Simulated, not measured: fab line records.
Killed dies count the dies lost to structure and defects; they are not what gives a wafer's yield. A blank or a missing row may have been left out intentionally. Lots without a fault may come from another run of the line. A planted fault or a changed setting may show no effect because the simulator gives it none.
Struck lot and sound lot, side by side ; flow nand_harc ; 36 out of 1302 route steps
Sound: the wafers L948.2, L948.3, L948.6. Struck: wafer L962.1. (L962.2, L962.4 of the same lot were not struck and are left out.) The cause comes at the end.
At each step with rows: each side's tool, then ch and its chambers, then its first start. Under that, the readings that differ: sound wafers ; struck wafers ; difference of the means ; sigmas: that difference in standard deviations of wafers without a fault.
alike: same words and numbers on both sides, and readings whose means sit less than 2 such deviations apart. not compared: any withheld reading, any reading some wafer has no value for, any bound like >300 that may hide the same value, and any number with overlapping values for which the record gives no deviation.
The two part at a step that has a row with sigmas, a row that says differs or no value, or rows on one side only. Numbers that have no deviation but don't overlap get no sigmas and don't part them. Lack of a reading on every wafer of one side parts them only where that side has two or more wafers.

first, 10 steps without rows for these wafers: NHARC_P_M2_DESCUM_14 (chemistry O2, time 3 s); NHARC_P_M2_ETCH_35 (etches the open film in N2/H2, target depth 40 nm, overetch 12 nm, time 43.94 s); NHARC_P_M2_ETCH_15 (etches the open film in C4F8/Ar, target depth 182.5 nm, time 91.2 s); NHARC_P_M2_STRIP_18 (strips in N2/H2); NHARC_P_M2_ETCH_28 (etches the open film in CF4/N2, target depth 30 nm, time 72.99 s); NHARC_P_M2_STRIP_19 (strips in post etch residue remover, time 600 s); NHARC_P_M2_DEGAS_29 (time 60 s); NHARC_P_M2_PRE_CLEAN_30 (time 30 s); NHARC_P_M2_PVD_20 (deposits TaN, target thk 5 nm, time 8.06 s); NHARC_P_M2_PVD_21 (deposits Cu, target thk 30 nm, time 20.49 s).
NHARC_P_M2_ECD_22: material Cu, target thk 400 nm.
  sound on ecd_cu-01 ch 0,1, day 9 07:34; struck on ecd_cu-01 ch 0,1, day 15 11:16
then, 1 step without rows for these wafers: NHARC_P_M2_ANNEAL_31 (time 90 s).
NHARC_P_M2_CMP_23: polishes, t overpolish 20 s, target thk 144.3 nm.
  sound on cmp-02 ch 1,3, day 9 08:18; struck on cmp-04 ch 0, day 15 11:59
reading;sound;struck;difference;sigmas
time_to_endpoint_s (s);29.6 27.6 30.7;11.9;-17.4;-8
  alike: motor_current_A
then, 20 steps without rows for these wafers: NHARC_P_M2_SRD_25; NHARC_P_M2_PRE_CLEAN_32 (time 12 s); NHARC_P_M2_DEP_33 (deposits SiCN, target thk 30 nm); NHARC_P_BONDPAD_DEP_00 (deposits SiCN, target thk 250 nm); NHARC_P_BONDPAD_CMP_32 (polishes SiCN, target thk 200 nm); NHARC_P_BONDPAD_SRD_34; NHARC_P_BONDPAD_DEHYDRATE_01 (time 120 s); NHARC_P_BONDPAD_HMDS_02 (time 30 s); NHARC_P_BONDPAD_COAT_36 (time 65 s); NHARC_P_BONDPAD_COAT_03 (resist thk 600 nm); NHARC_P_BONDPAD_SOFTBAKE_04 (time 70 s); NHARC_P_BONDPAD_EBR_05; NHARC_P_BONDPAD_EXPOSE_06 (exposes mask P BPAD); NHARC_P_BONDPAD_PEB_07 (peb time 80 s); NHARC_P_BONDPAD_DEVELOP_08 (time 50 s); NHARC_P_BONDPAD_HARDBAKE_10 (time 65 s); NHARC_P_BONDPAD_DESCUM_11 (chemistry O2, time 3 s); NHARC_P_BONDPAD_ETCH_37 (etches the open film in N2/H2, target depth 60 nm, overetch 18 nm, time 65.91 s); NHARC_P_BONDPAD_ETCH_12 (etches the open film in CHF3/O2, target depth 200 nm, time 100 s); NHARC_P_BONDPAD_STRIP_15 (strips in O2).
-- a jump in the record: the struck wafers' starts before and after are 17 days apart (it breaks off in module P_BONDPAD and resumes in module A_M1, where the first step shown is number 1182 of the route) --
NHARC_A_M1_DESCUM_14: chemistry O2, time 3 s.
  sound on rie_diel-11 ch 0,1,2, day 25 09:14; struck on rie_diel-12 ch 3, day 32 16:48
reading;sound;struck;difference;sigmas
model.A_M1.cd_nm (nm);118.6 119.2 119.2;119.4;+0.4;
  alike: drypump_motor_current_A, oes_product_au, rf_vpp_V, showerhead_plenum_p_Torr, throttle_valve_pct
  not compared: rf_hours_counter_h
NHARC_A_M1_ETCH_28: etches the open film in CF4/N2, target depth 30 nm, time 72.99 s.
  sound: rie_diel-12 ch 0,1; struck: rie_diel-11 ch 3
reading;sound;struck;difference;sigmas
model.A_M1.cd_nm (nm);118.2 119 118.5;119.3;+0.7;
  alike: drypump_motor_current_A, oes_product_au, rf_vpp_V, showerhead_plenum_p_Torr, throttle_valve_pct
  not compared: rf_hours_counter_h
NHARC_END_SORT_01:
  the record has rows for the sound wafers here (prober-02 ch 0, day 26 21:28) and none for the struck ones

WHERE THEY PART
Earliest at NHARC_P_M2_CMP_23; latest, in this record, at NHARC_END_SORT_01.

WHY: whatever the simulator had introduced
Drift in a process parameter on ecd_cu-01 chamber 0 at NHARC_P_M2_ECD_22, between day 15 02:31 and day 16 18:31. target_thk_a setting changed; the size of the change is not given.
